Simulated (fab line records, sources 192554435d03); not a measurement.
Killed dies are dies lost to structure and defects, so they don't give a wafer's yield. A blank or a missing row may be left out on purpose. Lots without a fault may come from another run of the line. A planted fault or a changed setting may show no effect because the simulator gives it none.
fab line records | flow n5_finfet | part 1 of 2: steps 1 to 19 of 26
record lots=5 wafers=15 last_day=16
route steps=1938 shown BEOL_M2@864
lots that met no fault: from a run of the same line without faults
start_h: hours from the record's first day to the start of the lot's first wafer shown | wait_h: hours since the lot's step before | " the same as in the row above | L1.1+2: a row that stands for several wafers | - no value, or no start given | * or withheld: withheld | < > ~ a bound
route shown NAME@n: a module of which the file shows steps, and the number in the route of the first | usual: mean/standard deviation of fault-free wafers | same: alike in all rows | chamber/n: place in a boat | sites: the reading at each site | _std_site: their standard deviation | _edge_site: outer sites' mean less inner sites' | radius_mm: how far each site lies from the wafer's centre | mask NAME#n: copy n | behind: the tool/chamber that last shaped the wafer | hold: why the lot was held/for how many hours/how that ended | device: the transistor (n, p or np) that didn't switch | end of line: the same wafers' tests at the end of the route | a step without rows: its recipe alone | killed: dies lost to structure and defects at the first sort, not the wafer's yield | map: a wafer's dies, x killed, . not, _ none there
set.NAME: the setting as run; set.NAME@STEP: as run at that earlier step | model.NAME: the simulator's own value behind a step, which no gauge read
lots at some steps of the route; a table a step, a row a wafer
services: from which hour (start_h, from the record's first day; less than 0 if before it) a tool's chamber was out of use, for how many hours, and why
## steps
# step N5_BEOL_M2_HM_OPEN_17
# recipe chemistry=Cl2/BCl3 target_depth_a=200 overetch_a=60 target=TiN mask_material=SOC ion_energy_ev=150 pressure_mtorr=10 icp_w=1000 bias_w=126 Cl2_flow_sccm=53.25 bcl3_flow_sccm=21.75 Ar_flow_sccm=25
# usual drypump_motor_current_A=5.4/0.34 mfc_ar_sccm=25.01/0.076 oes_product_au=0.66/0.076 throttle_valve_pct=22.3/0.37
# columns lot.wafer tool chamber start_h wait_h drypump_motor_current_A mfc_ar_sccm oes_product_au rf_hours_counter_h throttle_valve_pct
L081.1 rie_metal-01 0 182.22 0.0 5.2 24.93 0.63 64 22.0
L081.5 " 0 " " 5.2 25.04 0.62 - 22.0
L081.6 " 1 " " 6.1 24.95 0.68 - 22.5
L087.1 rie_metal-03 0 212.35 0.1 4.9 25.01 0.57 95 22.7
L087.2 " 1 " " 5.6 24.99 0.75 15 22.4
L087.5 " 0 " " 4.9 25.03 0.57 - 22.8
L088.2 rie_metal-02 0 221.40 0.0 5.5 25.03 0.65 46 21.6
L088.3 " 0 " " 5.5 25.14 0.64 - 21.6
L088.5 " 1 " " 5.3 24.99 0.72 - 22.0
L089.3 rie_metal-01 1 224.71 0.1 6.1 24.79 0.67 - 22.5
L089.5 " 1 " " 6.1 25.02 0.67 - 22.5
L089.6 " 0 " " 5.3 25.00 0.61 - 22.0
L096.3 rie_metal-03 0 264.45 0.1 4.9 25.08 0.56 - 22.8
L096.4 " 1 " " 5.6 24.96 0.74 - 22.4
L096.5 " 1 " " 5.6 24.97 0.74 - 22.4
# step N5_BEOL_M2_STRIP_19
# recipe chemistry=O2 power_w=400 temp_c=40 pressure_mtorr=30 rf_frequency_hz=6e+07 bias_power_w=0 overash_fraction=0.2 o2_flow_sccm=225
# usual drypump_motor_current_A=5.9/0.48 oes_product_au=0.77/0.075 rf_vpp_V=3.7/0.48 showerhead_plenum_p_Torr=2.10/0.068 throttle_valve_pct=16.65/0.22
# same bias_power_w=0 overash_fraction=0.2
# columns lot.wafer tool chamber start_h wait_h drypump_motor_current_A oes_product_au rf_hours_counter_h rf_vpp_V showerhead_plenum_p_Torr throttle_valve_pct
L081.1 rie_diel-04 0 182.39 0.1 6.6 0.70 230 3.9 1.99 16.58
L081.5 " 1 " " 5.7 0.78 - 4.0 2.10 16.87
L081.6 " 3 " " 5.6 0.72 - 3.6 2.17 16.48
L087.1 rie_diel-01 0 212.54 0.2 5.5 0.87 61 3.5 2.12 16.89
L087.2 " 3 " " 5.1 0.72 228 4.5 1.99 16.79
L087.5 " 2 " " 6.6 0.70 - 4.4 2.09 16.74
L088.2 rie_diel-04 3 221.51 0.1 5.7 0.70 210 3.5 2.16 16.52
L088.3 " 2 " " 5.8 0.91 11 3.3 2.14 16.13
L088.5 " 2 " " 5.8 0.91 - 4.1 2.14 16.15
L089.3 rie_diel-04 0 224.79 0.1 6.6 0.68 250 3.0 1.98 16.61
L089.5 " 1 " " 5.7 0.76 - 4.8 2.09 16.93
L089.6 " 0 " " 6.6 0.69 - 3.8 1.98 16.60
L096.3 rie_diel-01 0 264.59 0.1 5.4 0.84 82 3.6 2.12 16.94
L096.4 " 2 " " 6.6 0.69 224 3.4 2.08 16.78
L096.5 " 3 " " 5.1 0.71 - 3.1 1.98 16.81
# step N5_BEOL_M2_CD_MEAS_18
# recipe pitch_nm=36 target_cd_nm=18
# usual cd_nm=18.10/0.27
# columns lot.wafer tool chamber start_h wait_h cd_nm
L081.1 cd_sem-01 - 182.46 0.0 18.32
L081.5 " - " " 18.40
L081.6 " - " " 17.93
L087.1 cd_sem-02 - 212.61 0.0 17.90
L087.2 " - " " 18.22
L087.5 " - " " 18.38
L088.2 cd_sem-01 - 221.59 0.1 18.23
L088.3 " - " " 17.49
L088.5 " - " " 17.98
L089.3 cd_sem-02 - 224.87 0.1 18.02
L089.5 " - " " 18.25
L089.6 " - " " 18.43
L096.3 cd_sem-02 - 264.66 0.1 18.03
L096.4 " - " " 18.00
L096.5 " - " " 18.04
# step N5_BEOL_M2_COAT_67
# recipe resist=SOC temp_c=250 time_s=60 spin_rpm=1500 resist_thk_nm=60
# usual heater_power_total_W=500.6/1.8
# columns lot.wafer tool chamber start_h wait_h heater_power_total_W
L081.1 litho_track-05 0 182.50 0.0 502.4
L081.5 " 0 " " 501.5
L081.6 " 0 " " 501.7
L087.1 litho_track-01 0 212.64 0.0 502.5
L087.2 " 0 " " 499.6
L087.5 " 0 " " 498.1
L088.2 litho_track-01 0 221.62 0.0 503.0
L088.3 " 0 " " 501.7
L088.5 " 0 " " 500.4
L089.3 litho_track-01 0 224.90 0.0 502.2
L089.5 " 0 " " 503.0
L089.6 " 0 " " 497.4
L096.3 litho_track-03 0 264.70 0.0 502.7
L096.4 " 0 " " 501.2
L096.5 " 0 " " 499.8
# step N5_BEOL_M2_COAT_68
# recipe resist=SiARC temp_c=220 time_s=60 spin_rpm=1500 resist_thk_nm=12
# usual heater_power_total_W=427.4/2.1
# columns lot.wafer tool chamber start_h wait_h heater_power_total_W
L081.1 litho_track-05 0 - - 428.6
L081.5 " 0 " " 424.7
L081.6 " 0 " " 424.5
L087.1 litho_track-01 0 - - 424.1
L087.2 " 0 " " 429.7
L087.5 " 0 " " 430.0
L088.2 litho_track-01 0 - - 424.2
L088.3 " 0 " " 428.7
L088.5 " 0 " " 427.4
L089.3 litho_track-01 0 - - 428.3
L089.5 " 0 " " 429.8
L089.6 " 0 " " 429.9
L096.3 litho_track-03 0 - - 428.3
L096.4 " 0 " " 428.8
L096.5 " 0 " " 427.2
# step N5_BEOL_M2_COAT_76
# recipe resist=underlayer temp_c=205 time_s=60 spin_rpm=1500 resist_thk_nm=5
# usual heater_power_total_W=391.5/1.3
# columns lot.wafer tool chamber start_h wait_h heater_power_total_W
L081.1 litho_track-05 0 - - 390.9
L081.5 " 0 " " 390.7
L081.6 " 0 " " 393.2
L087.1 litho_track-01 0 - - 393.0
L087.2 " 0 " " 391.1
L087.5 " 0 " " 390.3
L088.2 litho_track-01 0 - - 391.9
L088.3 " 0 " " 393.5
L088.5 " 0 " " 392.6
L089.3 litho_track-01 0 - - 391.5
L089.5 " 0 " " 389.6
L089.6 " 0 " " 390.7
L096.3 litho_track-03 0 - - 390.2
L096.4 " 0 " " 392.9
L096.5 " 0 " " 394.0
# step N5_BEOL_M2_COAT_22
# recipe resist=CAR-EUV spin_rpm=1500 resist_thk_nm=30
# columns lot.wafer tool chamber start_h wait_h
L081.1+5+6 litho_track-05 0 - -
L087.1+2+5 litho_track-01 0 - -
L088.2+3+5 litho_track-01 0 - -
L089.3+5+6 litho_track-01 0 - -
L096.3+4+5 litho_track-03 0 - -
# step N5_BEOL_M2_EBR_24
# recipe solvent=PGMEA ebr_width_mm=1.5
# columns lot.wafer tool chamber start_h wait_h
L081.1+5+6 litho_track-05 0 - -
L087.1+2+5 litho_track-01 0 - -
L088.2+3+5 litho_track-01 0 - -
L089.3+5+6 litho_track-01 0 - -
L096.3+4+5 litho_track-03 0 - -
# step N5_BEOL_M2_SOFTBAKE_23
# recipe temp_c=110 time_s=60 resist=CAR-EUV
# usual heater_power_total_W=175.3/1.6
# columns lot.wafer tool chamber start_h wait_h heater_power_total_W
L081.1 litho_track-05 0 - - 176.1
L081.5 " 0 " " 174.4
L081.6 " 0 " " 175.9
L087.1 litho_track-01 0 - - 177.5
L087.2 " 0 " " 175.4
L087.5 " 0 " " 173.9
L088.2 litho_track-01 0 - - 176.4
L088.3 " 0 " " 177.3
L088.5 " 0 " " 175.4
L089.3 litho_track-01 0 - - 173.6
L089.5 " 0 " " 176.9
L089.6 " 0 " " 174.6
L096.3 litho_track-03 0 - - 173.7
L096.4 " 0 " " 175.2
L096.5 " 0 " " 174.0
# step N5_BEOL_M2_EXPOSE_25
# recipe mask_id=V1 na=0.33 source_shape=quasar sigma_inner=0.2 sigma_outer=0.8 polarization=unpolarized defocus_nm=5 dose_mj=63
# usual stage_msd_nm=0.882/0.0052
# same sigma_outer=0.8
# columns lot.wafer tool chamber start_h wait_h mask stage_msd_nm
L081.1 euv_scanner-01 0 182.76 - V1#0 0.882
L081.5 " 0 " " V1#0 0.884
L081.6 " 0 " " V1#0 0.882
L087.1 euv_scanner-02 0 212.78 - V1#0 0.879
L087.2 " 0 " " V1#0 0.879
L087.5 " 0 " " V1#0 0.879
L088.2 euv_scanner-01 0 221.89 - V1#0 0.888
L088.3 " 0 " " V1#0 0.884
L088.5 " 0 " " V1#0 0.885
L089.3 euv_scanner-01 0 225.06 - V1#0 0.885
L089.5 " 0 " " V1#0 0.885
L089.6 " 0 " " V1#0 0.879
L096.3 euv_scanner-02 0 264.98 - V1#0 0.899
L096.4 " 0 " " V1#0 0.897
L096.5 " 0 " " V1#0 0.898
# step N5_BEOL_M2_PEB_26
# recipe peb_temp_c=100 peb_time_s=60 resist=CAR-EUV
# usual heater_power_total_W=154.0/1.1
# columns lot.wafer tool chamber start_h wait_h heater_power_total_W
L081.1 litho_track-05 0 182.84 0.1 155.3
L081.5 " 0 " " 155.4
L081.6 " 0 " " 152.9
L087.1 litho_track-03 0 212.86 0.1 155.1
L087.2 " 0 " " 152.4
L087.5 " 0 " " 153.0
L088.2 litho_track-03 0 221.96 0.1 153.9
L088.3 " 0 " " 155.0
L088.5 " 0 " " 155.6
L089.3 litho_track-05 0 225.12 0.1 153.3
L089.5 " 0 " " 155.6
L089.6 " 0 " " 153.0
L096.3 litho_track-01 0 265.04 0.1 155.4
L096.4 " 0 " " 155.7
L096.5 " 0 " " 152.4
# step N5_BEOL_M2_DEVELOP_27
# recipe develop_time_s=30 developer=TMAH resist=CAR-EUV rinse_liquid=surfactant_rinse dry=air_spin dev_temp_c=23
# same develop_time_s=30
# columns lot.wafer tool chamber start_h wait_h
L081.1+5+6 litho_track-05 0 - -
L087.1+2+5 litho_track-03 0 - -
L088.2+3+5 litho_track-03 0 - -
L089.3+5+6 litho_track-05 0 - -
L096.3+4+5 litho_track-01 0 - -
# step N5_BEOL_M2_CD_MEAS_28
# recipe target_cd_nm=26.2 landing_energy_ev=500 detector=se_inlens target_cd_y_nm=24.1 polarity=opening
# usual cd_nm=26.30/0.24
# columns lot.wafer tool chamber start_h wait_h cd_nm
L081.1 cd_sem-03 0 182.91 - 26.12
L081.5 " 0 " " 26.61
L081.6 " 0 " " 26.67
L087.1 cd_sem-01 0 212.93 - 26.22
L087.2 " 0 " " 25.95
L087.5 " 0 " " 26.44
L088.2 cd_sem-02 0 222.03 - 26.22
L088.3 " 0 " " 26.57
L088.5 " 0 " " 26.38
L089.3 cd_sem-03 0 225.19 - 26.48
L089.5 " 0 " " 26.48
L089.6 " 0 " " 26.30
L096.3 cd_sem-03 0 265.11 - 26.17
L096.4 " 0 " " 26.30
L096.5 " 0 " " 26.62
# step N5_BEOL_M2_OVL_MEAS_29
# recipe points_per_wafer=522
# usual V1_OVL=0.1/0.66
# columns lot.wafer tool chamber start_h wait_h V1_OVL[nm]
L081.1 overlay-01 0 182.94 0.0 -1.1
L081.5 " 0 " " -0.4
L081.6 " 0 " " -0.7
L087.1 overlay-02 0 212.96 0.0 0.6
L087.2 " 0 " " 0.7
L087.5 " 0 " " 0.7
L088.2 overlay-01 0 222.07 0.0 0.1
L088.3 " 0 " " 0.4
L088.5 " 0 " " -0.5
L089.3 overlay-01 0 225.23 0.0 -0.8
L089.5 " 0 " " 0.3
L089.6 " 0 " " 1.6
L096.3 overlay-01 0 265.15 0.0 0.6
L096.4 " 0 " " -0.1
L096.5 " 0 " " 0.4
# step N5_BEOL_M2_INSPECT_30
# recipe mode=adi inspect_instrument=brightfield
# usual raw_defect_count=392/82
# columns lot.wafer tool chamber start_h wait_h raw_defect_count
L081.1 defect_inspect-02 - 183.00 0.1 435
L081.5 " - " " 524
L081.6 " - " " 376
L087.1 defect_inspect-02 - 213.02 0.1 468
L087.2 " - " " 452
L087.5 " - " " 339
L088.2 defect_inspect-02 - 222.12 0.0 549
L088.3 " - " " 359
L088.5 " - " " 476
L089.3 defect_inspect-02 - 225.27 0.0 276
L089.5 " - " " 332
L089.6 " - " " 308
L096.3 defect_inspect-01 - 265.19 0.0 440
L096.4 " - " " 347
L096.5 " - " " 377
# step N5_BEOL_M2_DESCUM_33
# recipe chemistry=O2 time_s=7 source_power_w=50 bias_power_w=20 pressure_mtorr=20 rf_frequency_hz=2.712e+07 temp_c=40 resist=CAR-EUV o2_flow_sccm=225
# usual bias_power_w=20.01/0.062 drypump_motor_current_A=5.9/0.46 oes_product_au=0.77/0.072 rf_vpp_V=243.3/1.3 showerhead_plenum_p_Torr=2.10/0.068 throttle_valve_pct=20.38/0.24
# columns lot.wafer tool chamber start_h wait_h bias_power_w drypump_motor_current_A oes_product_au rf_hours_counter_h rf_vpp_V showerhead_plenum_p_Torr throttle_valve_pct
L081.1 rie_diel-04 3 183.03 0.0 20.03 5.7 0.72 192 242.6 2.17 20.17
L081.5 " 3 " " 20.01 5.6 0.73 - 245.4 2.17 20.16
L081.6 " 0 " " 20.00 6.6 0.71 - 241.7 1.98 20.27
L087.1 rie_diel-05 3 213.09 0.1 20.01 5.6 0.75 144 245.1 2.19 20.57
L087.2 " 0 " " 20.17 5.6 0.81 100 241.9 2.02 20.24
L087.5 " 3 " " 20.00 5.6 0.76 - 244.0 2.19 20.59
L088.2 rie_diel-01 0 222.34 0.2 20.08 5.5 0.87 65 243.8 2.12 20.70
L088.3 " 1 " " 19.93 6.6 0.85 71 243.4 2.13 20.82
L088.5 " 0 " " 20.05 5.5 0.86 - 243.9 2.12 20.72
L089.3 rie_diel-04 1 225.67 0.4 19.97 5.7 0.76 149 243.2 2.09 20.67
L089.5 " 1 " " 19.89 5.7 0.77 - 244.1 2.09 20.67
L089.6 " 2 " " 20.06 5.8 0.91 - 244.5 2.14 19.94
L096.3 rie_diel-01 0 265.23 0.0 19.97 5.4 0.85 82 243.9 2.11 20.73
L096.4 " 1 " " 20.00 6.6 0.82 89 243.6 2.12 20.85
L096.5 " 2 " " 20.05 6.6 0.68 - 243.3 2.08 20.50
# step N5_BEOL_M2_ETCH_77
# recipe chemistry=N2/H2 target=underlayer target_depth_a=65 mask_material=CAR-EUV time_s=5.2 ion_energy_ev=200 pressure_mtorr=30 source_w=840 bias_w=150 n2_flow_sccm=200 h2_flow_sccm=200 ends=cleared
# usual drypump_motor_current_A=6.0/0.46 etch_rf_on_time_s=5.24/0.072 oes_product_au=0.65/0.06 rf_vpp_V=523.9/2.6 showerhead_plenum_p_Torr=2.55/0.081 throttle_valve_pct=17.79/0.26
# columns lot.wafer tool chamber start_h wait_h drypump_motor_current_A etch_rf_on_time_s oes_product_au rf_hours_counter_h rf_vpp_V showerhead_plenum_p_Torr throttle_valve_pct
L081.1 rie_diel-04 3 183.07 0.0 5.6 5.26 0.61 192 524.4 2.63 17.57
L081.5 " 3 " " 5.7 5.26 0.61 - 526.6 2.63 17.59
L081.6 " 0 " " 6.6 5.34 0.59 - 519.4 2.40 17.70
L087.1 rie_diel-05 3 213.12 0.0 5.5 5.25 0.65 144 524.2 2.65 17.85
L087.2 " 0 " " 5.6 5.35 0.69 100 519.9 2.45 17.55
L087.5 " 3 " " 5.6 5.31 0.65 - 527.7 2.65 17.86
L088.2 rie_diel-01 0 222.37 0.0 5.5 5.25 0.74 65 525.7 2.58 18.09
L088.3 " 1 " " 6.7 5.27 0.72 71 525.0 2.57 18.26
L088.5 " 0 " " 5.5 5.25 0.74 - 523.1 2.58 18.10
L089.3 rie_diel-04 1 225.70 0.0 5.7 5.15 0.66 149 522.7 2.54 18.19
L089.5 " 1 " " 5.7 5.23 0.65 - 523.9 2.54 18.20
L089.6 " 2 " " 5.7 5.26 0.76 - 525.2 2.60 17.38
L096.3 rie_diel-01 0 265.26 0.0 5.5 5.22 0.71 82 526.3 2.57 18.12
L096.4 " 1 " " 6.6 5.20 0.70 89 524.7 2.57 18.29
L096.5 " 2 " " 6.6 5.25 0.59 - 524.2 2.50 17.85
# step N5_BEOL_M2_ETCH_69
# recipe chemistry=CF4 target=SiARC target_depth_a=156 mask_material=CAR-EUV time_s=26 ion_energy_ev=80 pressure_mtorr=40 source_w=545 bias_w=36 Ar_flow_sccm=100 cf4_flow_sccm=100 ends=cleared
# usual drypump_motor_current_A=5.9/0.46 etch_rf_on_time_s=26.2/0.35 mfc_ar_sccm=100.0/0.31 oes_product_au=0.66/0.06 rf_vpp_V=184.1/1.2 showerhead_plenum_p_Torr=2.15/0.066 throttle_valve_pct=15.60/0.22
# columns lot.wafer tool chamber start_h wait_h drypump_motor_current_A etch_rf_on_time_s mfc_ar_sccm oes_product_au rf_hours_counter_h rf_vpp_V showerhead_plenum_p_Torr throttle_valve_pct
L081.1 rie_diel-04 3 183.08 0.0 5.7 26.2 99.4 0.63 192 185.3 2.21 15.44
L081.5 " 3 " " 5.7 26.4 99.9 0.62 - 184.2 2.21 15.42
L081.6 " 0 " " 6.6 26.3 100.3 0.60 - 181.3 2.03 15.50
L087.1 rie_diel-05 3 213.14 0.0 5.5 26.4 99.9 0.65 144 184.1 2.24 15.75
L087.2 " 0 " " 5.6 26.7 100.1 0.69 100 182.1 2.08 15.50
L087.5 " 3 " " 5.6 26.4 100.0 0.65 - 184.5 2.23 15.74
L088.2 rie_diel-01 0 222.39 0.0 5.5 26.4 100.6 0.73 65 184.6 2.17 15.88
L088.3 " 1 " " 6.6 26.0 100.2 0.73 71 183.6 2.17 15.88
L088.5 " 0 " " 5.5 26.1 100.5 0.74 - 184.2 2.17 15.88
L089.3 rie_diel-04 1 225.72 0.0 5.7 25.7 100.0 0.65 149 183.2 2.14 15.90
L089.5 " 1 " " 5.7 25.7 100.5 0.66 - 182.8 2.14 15.87
L089.6 " 2 " " 5.7 26.3 99.9 0.77 - 184.8 2.19 15.10
L096.3 rie_diel-01 0 265.28 0.0 5.4 26.1 100.7 0.72 82 183.1 2.17 15.89
L096.4 " 1 " " 6.6 26.5 100.3 0.70 89 186.1 2.17 15.90
L096.5 " 2 " " 6.6 26.6 100.4 0.59 - 185.3 2.12 15.73
# step N5_BEOL_M2_ALD_98
# recipe material=SiO2 target_thk_a=25 temp_c=100 ald_precursor_family=BDEAS ald_co_reactant=O2-plasma pulse_time_s=1 co_reactant_pulse_time_s=1 purge_time_s=2 co_reactant_purge_time_s=2 ald_cycles=17 pressure_torr=2
# usual heater_power_w=78/6.6 precursor_pulse_height_rel=1.001/0.02
# same ald_cycles=17
# columns lot.wafer tool chamber start_h wait_h heater_power_w precursor_pulse_height_rel since_wet_clean_h
L081.1 ald_sin-03 2 183.77 0.7 83 1.012 176
L081.5 " 0 " " 69 1.031 -
L081.6 " 3 " " 89 1.002 -
L087.1 ald_sin-02 1 213.22 0.1 77 0.988 22
L087.2 " 0 " " 80 0.998 22
L087.5 " 0 " " 80 0.987 -
L088.2 ald_sin-02 2 222.62 0.2 75 1.012 32
L088.3 " 3 " " 72 0.992 32
L088.5 " 3 " " 70 1.041 -
L089.3 ald_sin-02 1 225.80 0.1 78 1.012 35
L089.5 " 1 " " 77 1.022 -
L089.6 " 0 " " 81 1.015 -
L096.3 ald_sin-04 1 265.36 0.1 72 1.012 166
L096.4 " 3 " " 83 1.018 166
L096.5 " 3 " " 80 1.029 -
